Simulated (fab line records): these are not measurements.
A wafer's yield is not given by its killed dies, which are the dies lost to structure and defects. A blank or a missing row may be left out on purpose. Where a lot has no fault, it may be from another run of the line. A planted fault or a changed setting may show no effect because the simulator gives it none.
Split-lot trial | flow n5-finfet | 21 wafers read across 7 lots, on a route 1938 steps long

SPLIT DETAILS
At N5_SD_EPI_N_EPI_21 (deposits Si:P, time 690 s), the setting time-s was moved away from the recipe's 690 s on 6 of the 21 wafers read, by -12.2% to +10.2%. For the rest of the wafers, this setting stayed at what the recipe calls for.

FROM SPLIT TO READING: 1 step shown by the file between the two
- N5_SD_EPI_N_EPI_MEAS_23

THE READING
Si-P_of_SD_EPI_N_EPI_21.thk-nm (the simulator's own value, which no gauge read), in nm, at N5_SD_EPI_N_PRECLEAN_24 (cleans in O3/DIW, time 60 s). No usual value for it is given in the file. Here, 15 wafers ran the recipe; their average is 58.7 nm with a standard deviation of 0.58 nm.

wafer  | tool, chamber at the split | time-s as run, s | against the recipe | Si-P_of_SD_EPI_N_EPI_21.thk-nm, nm | against lot-mates on the recipe
L074.1 | epi-rpcvd-03, 0            | 690              | recipe             | 58.6                               | -
L074.3 | epi-rpcvd-03, 0            | 760.5            | +10.2%             | 62.8                               | +4.2
L074.6 | epi-rpcvd-03, 0            | 760.5            | +10.2%             | 61.2                               | +2.6
L078.1 | epi-rpcvd-03, 0            | 690              | recipe             | 58.4                               | -
L078.2 | epi-rpcvd-03, 0            | 605.7            | -12.2%             | 53.2                               | -4.9
L078.5 | epi-rpcvd-03, 0            | 690              | recipe             | 57.8                               | -
L081.1 | epi-rpcvd-03, 0            | 690              | recipe             | 59.6                               | -
L081.5 | epi-rpcvd-03, 0            | 690              | recipe             | 59.6                               | -
L081.2 | epi-rpcvd-03, 0            | 690              | recipe             | 59.4                               | -
L088.1 | epi-rpcvd-01, 0            | 690              | recipe             | 58.2                               | -
L088.3 | epi-rpcvd-01, 0            | 690              | recipe             | 58                                 | -
L088.6 | epi-rpcvd-01, 0            | 690              | recipe             | 58.4                               | -
L090.1 | epi-rpcvd-03, 0            | 690              | recipe             | 59.4                               | -
L090.2 | epi-rpcvd-03, 0            | 690              | recipe             | 58.8                               | -
L090.3 | epi-rpcvd-03, 0            | 753.5            | +9.2%              | 62.4                               | +3.3
L096.1 | epi-rpcvd-03, 0            | 633.2            | -8.2%              | 54.8                               | -3.4
L096.2 | epi-rpcvd-03, 0            | 690              | recipe             | 58.4                               | -
L096.4 | epi-rpcvd-03, 0            | 690              | recipe             | 58                                 | -
L097.1 | epi-rpcvd-02, 0            | 690              | recipe             | 58.8                               | -
L097.5 | epi-rpcvd-02, 0            | 690              | recipe             | 58.4                               | -
L097.6 | epi-rpcvd-02, 0            | 620.7            | -10.0%             | 54.2                               | -4.4

THE FIT
A straight line over all 21 wafers: Si-P_of_SD_EPI_N_EPI_21.thk-nm changes by +0.402 nm for each +1% of time-s; r = +0.96; the points scatter about the line by 0.64 nm.
The same after taking each lot's own level away (the mean of its wafers on the recipe; 21 wafers): +0.379 nm for each +1%; r = +0.99; scatter 0.37 nm.
Per that fit: largest time-s move, reading shift of 4.6 nm.
The lots' own levels span 58.10 to 59.53 nm, that is 2.5 times the standard deviation above.
The two slopes agree, so the slope changes little with the lot-to-lot level.
Check: -4.68 nm against its lot-mates is what the line predicts for one of the wafers moved furthest among these (-12.2%) when that wafer is left out of the fit. It came out at -4.9 nm against them.

OTHER SPLITS ON THESE WAFERS
These wafers also went through other splits before the reading. Each is held against what the fit with the lots' levels taken away leaves over:
other split on the same wafers            | wafers away from the commonest value | r with Si-P_of_SD_EPI_N_EPI_21.thk-nm (lot level and that fit taken away)
N5_WELL_APT_EXPOSE_05 dose-mj             | 7                                    | -0.24
N5_WELL_APT_PEB_06 peb-time-s             | 9                                    | +0.38
N5_PMOS_HMC_CHANNEL_EPI_PEB_07 peb-time-s | 6                                    | +0.05
N5_PMOS_HMC_CHANNEL_EPI_ETCH_32 bias-w    | 6                                    | +0.22
N5_FIN_SAQP_HM_DEP_03 time-s              | 8                                    | +0.09
N5_FIN_SAQP_EXPOSE_13 dose-mj             | 8                                    | -0.02
N5_DUMMY_GATE_ETCH_32 time-s              | 7                                    | +0.25
N5_DUMMY_GATE_ETCH_42 bias-w              | 8                                    | -0.38
N5_SD_EPI_N_ETCH_16 target-depth-a        | 8                                    | +0.13

THE WHOLE CHAIN: every reading that the file lists as answering this split, in the file's order
step                    | what it does                | reading                                                                         | change (the file's fit)               | r (the file's)
N5_SD_EPI_N_EPI_21      | deposits Si:P, time 690 s   | Si-P_of_SD_EPI_N_EPI_21.thk-nm (the simulator's own value, which no gauge read) | +0.382 nm for each +1% of the setting | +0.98
N5_SD_EPI_N_EPI_MEAS_23 |                             | thk-nm                                                                          | withheld for each +1% of the setting  | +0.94
N5_SD_EPI_N_PRECLEAN_24 | cleans in O3/DIW, time 60 s | Si-P_of_SD_EPI_N_EPI_21.thk-nm (the simulator's own value, which no gauge read) | +0.389 nm for each +1% of the setting | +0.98

THE FILE'S OWN FIT
Si-P_of_SD_EPI_N_EPI_21.thk-nm changes by +0.389 nm for each +1% of time-s, r = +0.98.
